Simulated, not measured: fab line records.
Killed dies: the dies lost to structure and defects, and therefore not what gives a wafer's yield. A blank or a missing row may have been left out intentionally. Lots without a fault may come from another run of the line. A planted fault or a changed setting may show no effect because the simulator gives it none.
A lot that was struck, set against a sound lot ; flow n5_finfet ; 16 out of 1938 route steps
Sound: these wafers, L183.2, L183.3, L183.4. Struck: wafers L189.3, L189.4. (L189.5 of the same lot was not struck and is left out.) The cause comes at the end.
At each step with rows: each side's tool, then ch and its chambers, then its first start. Under that, the readings that differ: sound wafers ; struck wafers ; difference of the means ; sigmas: that difference in standard deviations of wafers without a fault.
alike: same words and numbers on both sides, and readings whose means sit less than 2 such deviations apart. not compared: any withheld reading, any reading some wafer has no value for, any bound like >300 that may hide the same value, and any number with overlapping values for which the record gives no deviation.
A row with sigmas, a row that says differs or no value, or rows on one side alone: a step with any of these is where the two part. When numbers do not overlap yet have no deviation, they are printed without sigmas and do not part them. A reading missing from all wafers of one side parts the sides only when that side holds two or more wafers.

first, 6 steps without rows for these wafers: N5_BEOL_M0_SAQP_COAT_34 (resist thk 30 nm); N5_BEOL_M0_SAQP_EBR_36; N5_BEOL_M0_SAQP_SOFTBAKE_35 (time 60 s); N5_BEOL_M0_SAQP_EXPOSE_37 (exposes mask M0 CUT1, target cd 30 nm); N5_BEOL_M0_SAQP_PEB_38 (peb time 60 s); N5_BEOL_M0_SAQP_DEVELOP_39 (develop time 30 s).
N5_BEOL_M0_SAQP_CD_MEAS_40 targets a cd of 30 nm.
  sound on cd_sem-02 ch 0, day 9 01:37; struck on cd_sem-03 ch 0, day 10 06:58
  alike: cd_nm
N5_BEOL_M0_SAQP_OVL_MEAS_41:
  sound on overlay-01 ch 0, day 9 01:38; struck on overlay-02 ch 0, day 10 07:00
  alike: M0_CUT1_OVL
N5_BEOL_M0_SAQP_INSPECT_42: inspects for defects (brightfield).
  sound on defect_inspect-01, day 9 01:41; struck on defect_inspect-02, day 10 07:02
  alike: raw_defect_count
N5_BEOL_M0_SAQP_DESCUM_45: chemistry O2, time 7 s.
  sound on rie_diel-02 ch 1,2,3, day 9 01:44; struck on rie_diel-02 ch 0,1, day 10 07:14
reading;sound;struck;difference;sigmas
throttle_valve_pct (%);20.46 20.63 20.29;19.67 20.32;-0.46;-2
  alike: drypump_motor_current_A, oes_product_au, rf_vpp_V, showerhead_plenum_p_Torr
  not compared: rf_hours_counter_h
N5_BEOL_M0_SAQP_ETCH_88: etches underlayer in N2/H2, target depth 6.5 nm, time 5.2 s.
  sound on rie_diel-02 ch 1,2,3, day 9 01:46; struck on rie_diel-02 ch 0,1, day 10 07:17
  alike: drypump_motor_current_A, etch_rf_on_time_s, oes_product_au, rf_vpp_V, showerhead_plenum_p_Torr, throttle_valve_pct
  not compared: rf_hours_counter_h
N5_BEOL_M0_SAQP_ETCH_73: etches SiARC in CF4, target depth 19.5 nm, time 32.5 s.
  sound on rie_diel-02 ch 1,2,3, day 9 01:47; struck on rie_diel-02 ch 0,1, day 10 07:17
  alike: drypump_motor_current_A, etch_rf_on_time_s, oes_product_au, rf_vpp_V, showerhead_plenum_p_Torr, throttle_valve_pct
  not compared: rf_hours_counter_h
N5_BEOL_M0_SAQP_CUT_ETCH_46: etches SOC in N2/H2, target depth 135 nm, overetch 27 nm, time 202.5 s.
  sound on rie_diel-02 ch 1,2,3, day 9 01:49; struck on rie_diel-02 ch 0,1, day 10 07:19
reading;sound;struck;difference;sigmas
model.SiARC_of_BEOL_M0_SAQP_COAT_72.thk_nm (nm);4.2 4.6 4.6;3.6 3.8;-0.8;
  alike: drypump_motor_current_A, rf_vpp_V, showerhead_plenum_p_Torr, throttle_valve_pct
  not compared: rf_hours_counter_h
then, 1 step without rows for these wafers: N5_BEOL_M0_SAQP_STRIP_74 (strips in N2/H2).
-- here the record skips 4 days between the struck wafers' starts before and after, leaving off in module BEOL_M0_SAQP and picking up in module BEOL_M4 (first step shown: number 1111 of the route) --
N5_BEOL_M4_RC_MEAS_101:
  sound on prober-02 ch 0, day 13 19:52; struck on prober-02 ch 0, day 14 15:31
reading;sound;struck;difference;sigmas
SS_N (mV/dec);69.7 71.3 71.2;72.0 72.2;+1.4;+2
  alike: DIBL_N, DIBL_P, IOFF_N, IOFF_P, ION_N, ION_P, SS_P, VT_N, VT_P
-- record jumps: 5 days separate the struck wafers' starts on either side; left off in module BEOL_M4, taken up again in module PASSIVATION, whose first shown step is the route's number 1936 --
N5_PASSIVATION_PROBE_49:
  sound on prober-01, day 18 06:53; struck on prober-01, day 19 09:01
reading;sound;struck;difference;sigmas
killed_at_M4_up;15 14 8;33 23;+16;+3
  alike: defect_limited_yield, killed_at_M0_to_M3, killed_at_contacts, killed_at_front_end, killed_at_other, killed_dies, killed_on_rim, killed_open, killed_short, sort_bin_5_function, sort_bin_6_memory, sort_bin_8_speed, sort_n_pass, sort_yield_pct

== WHERE THEY PART ==
Last at N5_PASSIVATION_PROBE_49 as far as this record goes, first at N5_BEOL_M0_SAQP_DESCUM_45.

WHY: the cause the simulator had injected
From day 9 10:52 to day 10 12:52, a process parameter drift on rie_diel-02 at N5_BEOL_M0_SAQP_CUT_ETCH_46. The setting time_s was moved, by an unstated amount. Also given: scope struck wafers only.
